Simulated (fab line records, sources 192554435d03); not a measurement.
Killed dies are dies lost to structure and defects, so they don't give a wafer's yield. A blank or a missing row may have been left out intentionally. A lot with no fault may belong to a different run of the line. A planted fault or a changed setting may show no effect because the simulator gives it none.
A lot that was struck, set against a sound lot + flow n5Finfet + 19 out of 1938 route steps
Sound: the wafers L287.1, L287.3, L287.4. Struck: wafer L288.5 (left out: L288.1, L288.2 of the same lot, which were not struck); the cause appears at the end.
For every step that has rows: the tool of each side, followed by ch and its chambers, followed by its first start. Under that, the readings that differ: sound wafers + struck wafers + difference of the means + sigmas: that difference in standard deviations of wafers without a fault.
alike: words and numbers the same on both sides, and readings whose means are apart by under 2 such deviations; not compared: readings that were withheld, readings missing a value for some wafer, numbers with overlapping values and no deviation given by the record, and bounds like >300 which may hide the same value.
The two part at a step that has a row with sigmas, a row that says differs or no value, or rows on one side only. Numbers that have no deviation but don't overlap get no sigmas and don't part them. A reading missing from all wafers of one side parts the sides only when that side holds two or more wafers.

first, 6 steps without rows for these wafers: N5_BEOL_M0_SAQP_COAT_34 (resist thk 30 nm); N5_BEOL_M0_SAQP_EBR_36; N5_BEOL_M0_SAQP_SOFTBAKE_35 (time 60 s); N5_BEOL_M0_SAQP_EXPOSE_37 (exposes mask M0 CUT1, target cd 30 nm); N5_BEOL_M0_SAQP_PEB_38 (peb time 60 s); N5_BEOL_M0_SAQP_DEVELOP_39 (develop time 30 s).
N5_BEOL_M0_SAQP_CD_MEAS_40: target cd 30 nm.
  sound on cdSem-03 ch 0, day 6 15:10; struck on cdSem-01 ch 0, day 6 23:10
  alike: cdNm
N5_BEOL_M0_SAQP_OVL_MEAS_41:
  sound on overlay-01 ch 0, day 6 15:11; struck on overlay-02 ch 0, day 6 23:12
  alike: M0_CUT1_OVL
N5_BEOL_M0_SAQP_INSPECT_42: inspects for defects (brightfield).
  struck on defectInspect-02, day 6 23:16; sound on defectInspect-01, day 6 15:15
  alike: rawDefectCount
N5_BEOL_M0_SAQP_DESCUM_45: chemistry O2, time 7 s.
  sound on rieDiel-01 ch 1,3, day 6 15:19; struck on rieDiel-01 ch 0, day 6 23:17
| reading                  | sound          | struck | difference | sigmas |
|--------------------------|----------------|--------|------------|--------|
| drypumpMotorCurrentA (A) | 5.62 5.68 5.66 | 5.08   | -0.57      | -2     |
  alike: oesProductAu, rfFwdPowerW, rfVppV, showerheadPlenumPTorr, throttleValvePct
  not compared: rfHoursCounterH
N5_BEOL_M0_SAQP_ETCH_88: etches underlayer in N2/H2, target depth 6.5 nm, time 5.2 s.
  sound on rieDiel-01 ch 1,3, day 6 15:20; struck on rieDiel-01 ch 0, day 6 23:20
  alike: drypumpMotorCurrentA, etchRfOnTimeS, oesProductAu, rfFwdPowerW, rfVppV, showerheadPlenumPTorr, throttleValvePct
  not compared: rfHoursCounterH
N5_BEOL_M0_SAQP_ETCH_73: etches SiARC in CF4, target depth 19.5 nm, time 32.5 s.
  sound on rieDiel-01 ch 1,3, day 6 15:22; struck on rieDiel-01 ch 0, day 6 23:21
| reading                  | sound          | struck | difference | sigmas |
|--------------------------|----------------|--------|------------|--------|
| drypumpMotorCurrentA (A) | 5.59 5.67 5.68 | 5.06   | -0.59      | -2     |
  alike: cf4FlowSccm, etchRfOnTimeS, oesProductAu, rfFwdPowerW, rfVppV, showerheadPlenumPTorr, throttleValvePct
  not compared: rfHoursCounterH
N5_BEOL_M0_SAQP_CUT_ETCH_46: etches SOC in N2/H2, target depth 135 nm, overetch 27 nm, time 202.5 s.
  sound on rieDiel-01 ch 1,3, day 6 15:23; struck on rieDiel-01 ch 0, day 6 23:23
| reading                                        | sound          | struck | difference | sigmas |
|------------------------------------------------|----------------|--------|------------|--------|
| drypumpMotorCurrentA (A)                       | 5.58 5.67 5.68 | 5.07   | -0.57      | -2     |
| model.SiARC_of_BEOL_M0_SAQP_COAT_72.thkNm (nm) | 4.8 4.8 4.8    | 3.2    | -1.6       |        |
| model.BEOL_M0_SAQP.cdNm (nm)                   | 30 30 30.2     | 30.4   | +0.3       |        |
  alike: rfFwdPowerW, rfVppV, showerheadPlenumPTorr, throttleValvePct
  not compared: rfHoursCounterH
then, 2 steps without rows for these wafers: N5_BEOL_M0_SAQP_STRIP_74 (strips in N2/H2); N5_BEOL_M0_SAQP_STRIP_89 (strips in N2/H2).
N5_BEOL_M0_SAQP_ALD_48: deposits SiO2, target thk 20 nm, pulse time 1 s, co reactant pulse time 1 s.
  sound on aldSin-02 ch 1,2,3, day 6 15:47; struck on aldSin-01 ch 0, day 7 00:23
  alike: heaterPowerW, precursorPulseHeightRel, susceptorTempC
N5_BEOL_M0_SAQP_ETCH_49: etches SiO2 in CF4/O2, target depth 37 nm.
  sound on rieDiel-01 ch 1,3, day 6 16:19; struck on rieDiel-06 ch 0, day 7 00:55
| reading                      | sound          | struck | difference | sigmas |
|------------------------------|----------------|--------|------------|--------|
| oesProductAu (a.u.)          | 0.78 0.73 0.73 | 0.89   | +0.14      | +2     |
| model.BEOL_M0_SAQP.cdNm (nm) | 30 30 30.2     | 30.4   | +0.3       |        |
  alike: cf4FlowSccm, drypumpMotorCurrentA, rfFwdPowerW, rfVppV, showerheadPlenumPTorr, throttleValvePct
  not compared: rfHoursCounterH
N5_BEOL_M0_SAQP_STRIP_75: strips in CF4.
  sound on rieDiel-01 ch 1,3, day 6 16:25; struck on rieDiel-06 ch 0, day 7 01:01
| reading             | sound             | struck | difference | sigmas |
|---------------------|-------------------|--------|------------|--------|
| cf4FlowSccm (sccm)  | 149.9 149.2 149.2 | 150.3  | +0.9       | +2     |
| oesProductAu (a.u.) | 0.182 0.163 0.170 | 0.203  | +0.031     | +2     |
  alike: drypumpMotorCurrentA, rfFwdPowerW, rfVppV, showerheadPlenumPTorr, throttleValvePct
  not compared: rfHoursCounterH
-- here the record skips 3 days between the struck wafers' starts before and after, leaving off in module BEOL_M0_SAQP and picking up in module BEOL_M4 (first step shown: number 1111 of the route) --
N5_BEOL_M4_RC_MEAS_101:
  sound on prober-01 ch 0, day 9 21:03; struck on prober-01 ch 0, day 9 16:26
| reading       | sound             | struck | difference | sigmas |
|---------------|-------------------|--------|------------|--------|
| SS_N (mV/dec) | 70.5 70.9 70.7    | 71.8   | +1.1       | +2     |
| VT_N (mV)     | 254.2 252.0 253.7 | 248.0  | -5.3       | -2     |
  alike: DIBL_N, DIBL_P, IOFF_N, IOFF_P, ION_N, ION_P, SS_P, VT_P

== WHERE THEY PART ==
First at N5_BEOL_M0_SAQP_DESCUM_45; last, within this record, at N5_BEOL_M4_RC_MEAS_101.

WHY: whatever the simulator had introduced
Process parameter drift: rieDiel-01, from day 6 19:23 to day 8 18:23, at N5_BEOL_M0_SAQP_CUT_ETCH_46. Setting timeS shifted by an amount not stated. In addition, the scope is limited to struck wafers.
